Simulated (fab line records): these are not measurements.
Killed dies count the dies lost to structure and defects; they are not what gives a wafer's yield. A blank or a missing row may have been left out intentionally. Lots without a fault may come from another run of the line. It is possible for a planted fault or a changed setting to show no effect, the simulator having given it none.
Split-lot experiment | flow n5_finfet | 7 lots, 21 wafers read, on a route of 1938 steps

THE SPLIT
At N5_BEOL_M3_ILD_DEP_00 (deposits SiOC from DEMS/O2, target thk 79 nm, time 15.3 s), the setting time_s was moved away from the recipe's 15.3 s on 6 of the 21 wafers read, by -11.8% to -4.6%. All remaining wafers had this setting at the recipe value.

Between the split and the reading, the file records no step.

THE READING
M3_ILD_THK at N5_BEOL_M3_THK_MEAS_01, in nm. On this fab line, fault-free wafers typically give 79.5 nm with a standard deviation of 1.1 nm.

wafer  | tool, chamber at the split | time_s as run, s | against the recipe | M3_ILD_THK, nm | against lot-mates on the recipe
L077.2 | pecvd-03, 1                | 15.3             | recipe             | 79.3           | -
L077.3 | pecvd-03, 2                | 15.3             | recipe             | 79.1           | -
L077.4 | pecvd-03, 0                | 15.3             | recipe             | 80.6           | -
L078.2 | pecvd-03, 1                | 15.3             | recipe             | 79.1           | -
L078.5 | pecvd-03, 0                | 15.3             | recipe             | 81.0           | -
L078.6 | pecvd-03, 1                | 14.1             | -7.8%              | 75.0           | -5.0
L082.1 | pecvd-01, 1                | 15.3             | recipe             | 77.6           | -
L082.2 | pecvd-01, 2                | 13.5             | -11.8%             | 68.7           | -8.9
L082.5 | pecvd-01, 2                | 13.5             | -11.8%             | 69.9           | -7.7
L088.1 | pecvd-02, 0                | 15.3             | recipe             | 76.8           | -
L088.3 | pecvd-02, 1                | 15.3             | recipe             | 80.0           | -
L088.4 | pecvd-02, 1                | 15.3             | recipe             | 80.2           | -
L089.2 | pecvd-02, 0                | 14.59            | -4.6%              | 74.8           | -3.8
L089.3 | pecvd-02, 1                | 14.59            | -4.6%              | 76.9           | -1.7
L089.4 | pecvd-02, 0                | 15.3             | recipe             | 78.6           | -
L096.1 | pecvd-02, 2                | 15.3             | recipe             | 79.1           | -
L096.2 | pecvd-02, 1                | 13.51            | -11.7%             | 70.1           | -8.2
L096.3 | pecvd-02, 0                | 15.3             | recipe             | 77.6           | -
L094.1 | pecvd-02, 1                | 15.3             | recipe             | 80.2           | -
L094.2 | pecvd-02, 2                | 15.3             | recipe             | 79.8           | -
L094.3 | pecvd-02, 0                | 15.3             | recipe             | 79.5           | -

FIT RESULTS
A straight line over all 21 wafers: M3_ILD_THK changes by +0.788 nm for each +1% of time_s; r = +0.95; the points scatter about the line by 1.2 nm.
The same after taking each lot's own level away (the mean of its wafers on the recipe; 21 wafers): +0.693 nm for each +1%; r = +0.96; scatter 0.9 nm.
Per that fit: largest time_s move, reading shift of 8.2 nm.
Measured against the standard deviation above, the lots' own levels, which go from 77.60 to 80.05 nm, span 2.2 times it.
Hence the slope depends on the lot-to-lot level, as the two fits are not the same.
Check: -7.82 nm against its lot-mates is what the line predicts for one of the wafers moved furthest among these (-11.8%) when that wafer is left out of the fit. Against them it came out at -8.9 nm.

FURTHER SPLITS ON THESE WAFERS
Before the reading, these wafers also passed through other splits. Each is held against what the fit with the lots' levels taken away leaves over:
other split on the same wafers   | wafers away from the commonest value | r with M3_ILD_THK (lot level and that fit taken away)
N5_BEOL_M0_CUTY_COAT_51 spin_rpm | 8                                    | -0.16
N5_BEOL_M1_PECVD_72 time_s       | 10                                   | -0.07
N5_BEOL_M2_COAT_22 spin_rpm      | 6                                    | +0.05
N5_BEOL_M2_DESCUM_33 time_s      | 9                                    | -0.21

THE WHOLE CHAIN: every reading that the file lists as answering this split, in the file's order
step                   | what it does                                              | reading                                                                            | change (the file's fit)               | r (the file's)
N5_BEOL_M3_ILD_DEP_00  | deposits SiOC from DEMS/O2, target thk 79 nm, time 15.3 s | SiOC_of_BEOL_M3_ILD_DEP_00.thk_nm (the simulator's own value, which no gauge read) | +0.695 nm for each +1% of the setting | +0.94
N5_BEOL_M3_THK_MEAS_01 |                                                           | M3_ILD_THK                                                                         | +0.69 for each +1% of the setting     | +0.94

THE FILE'S OWN FIT
M3_ILD_THK changes by +0.69 nm for each +1% of time_s, r = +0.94.
